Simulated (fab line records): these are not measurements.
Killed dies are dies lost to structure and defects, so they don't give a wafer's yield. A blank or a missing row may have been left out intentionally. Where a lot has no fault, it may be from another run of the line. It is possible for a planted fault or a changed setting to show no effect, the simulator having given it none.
Matching of chambers :: flow n5Finfet :: N5_GATE_CUT_STRIP_42 on rieDiel-03 has 4 sister chambers
The step strips in O2. 8 wafers are shown with their chamber, then 12 later ones without.

## WAFERS WITH THEIR CHAMBER
wafer: L085.5
chamber: 0
drypumpMotorCurrentA (A): 5.9
showerheadPlenumPTorr (Torr): 2.10

wafer: L085.6
chamber: 1
drypumpMotorCurrentA (A): 6.0
showerheadPlenumPTorr (Torr): 2.01

wafer: L086.1
chamber: 0
drypumpMotorCurrentA (A): 5.9
showerheadPlenumPTorr (Torr): 2.10

wafer: L086.2
chamber: 3
drypumpMotorCurrentA (A): 5.7
showerheadPlenumPTorr (Torr): 2.24

wafer: L086.5
chamber: 2
drypumpMotorCurrentA (A): 5.0
showerheadPlenumPTorr (Torr): 2.12

wafer: L090.1
chamber: 2
drypumpMotorCurrentA (A): 5.0
showerheadPlenumPTorr (Torr): 2.12

wafer: L090.2
chamber: 1
drypumpMotorCurrentA (A): 6.0
showerheadPlenumPTorr (Torr): 2.00

wafer: L090.6
chamber: 3
drypumpMotorCurrentA (A): 5.6
showerheadPlenumPTorr (Torr): 2.23

## WAFERS WITHOUT THEIR CHAMBER
wafer: L091.4
drypumpMotorCurrentA (A): 5.6
showerheadPlenumPTorr (Torr): 2.23

wafer: L091.5
drypumpMotorCurrentA (A): 6.0
showerheadPlenumPTorr (Torr): 2.09

wafer: L091.6
drypumpMotorCurrentA (A): 5.6
showerheadPlenumPTorr (Torr): 2.23

wafer: L093.1
drypumpMotorCurrentA (A): 5.1
showerheadPlenumPTorr (Torr): 2.12

wafer: L093.3
drypumpMotorCurrentA (A): 5.6
showerheadPlenumPTorr (Torr): 2.23

wafer: L093.4
drypumpMotorCurrentA (A): 6.0
showerheadPlenumPTorr (Torr): 2.00

wafer: L095.2
drypumpMotorCurrentA (A): 5.9
showerheadPlenumPTorr (Torr): 2.09

wafer: L095.4
drypumpMotorCurrentA (A): 5.0
showerheadPlenumPTorr (Torr): 2.12

wafer: L095.5
drypumpMotorCurrentA (A): 5.9
showerheadPlenumPTorr (Torr): 2.09

wafer: L096.1
drypumpMotorCurrentA (A): 6.0
showerheadPlenumPTorr (Torr): 2.00

wafer: L096.4
drypumpMotorCurrentA (A): 5.9
showerheadPlenumPTorr (Torr): 2.09

wafer: L096.5
drypumpMotorCurrentA (A): 5.9
showerheadPlenumPTorr (Torr): 2.09

## WHICH CHAMBER EACH WENT THROUGH
wafer: L091.4
from the rows above: 3
in truth: 3

wafer: L091.5
from the rows above: 0
in truth: 0

wafer: L091.6
from the rows above: 3
in truth: 3

wafer: L093.1
from the rows above: 2
in truth: 2

wafer: L093.3
from the rows above: 3
in truth: 3

wafer: L093.4
from the rows above: 1
in truth: 1

wafer: L095.2
from the rows above: 0
in truth: 0

wafer: L095.4
from the rows above: 2
in truth: 2

wafer: L095.5
from the rows above: 0
in truth: 0

wafer: L096.1
from the rows above: 1
in truth: 1

wafer: L096.4
from the rows above: 0
in truth: 0

wafer: L096.5
from the rows above: 0
in truth: 0
Correctly placed: 12 of 12. From these rows, 0 cannot be placed. 0 placed wrongly.
How it was worked out, from the rows above alone: a wafer's distance from a chamber is the root of the sum, over the readings, of the square of ((its reading less the chamber's mean) divided by the reading's scatter). The wafer belongs to the nearest chamber; if the next one is less than 2 further off, it can't be placed. Each chamber's mean is taken over the wafers shown for it. The scatter is the square root of a quotient: the sum, over the shown wafers, of each reading's squared deviation from its chamber's mean, divided by wafers minus chambers.
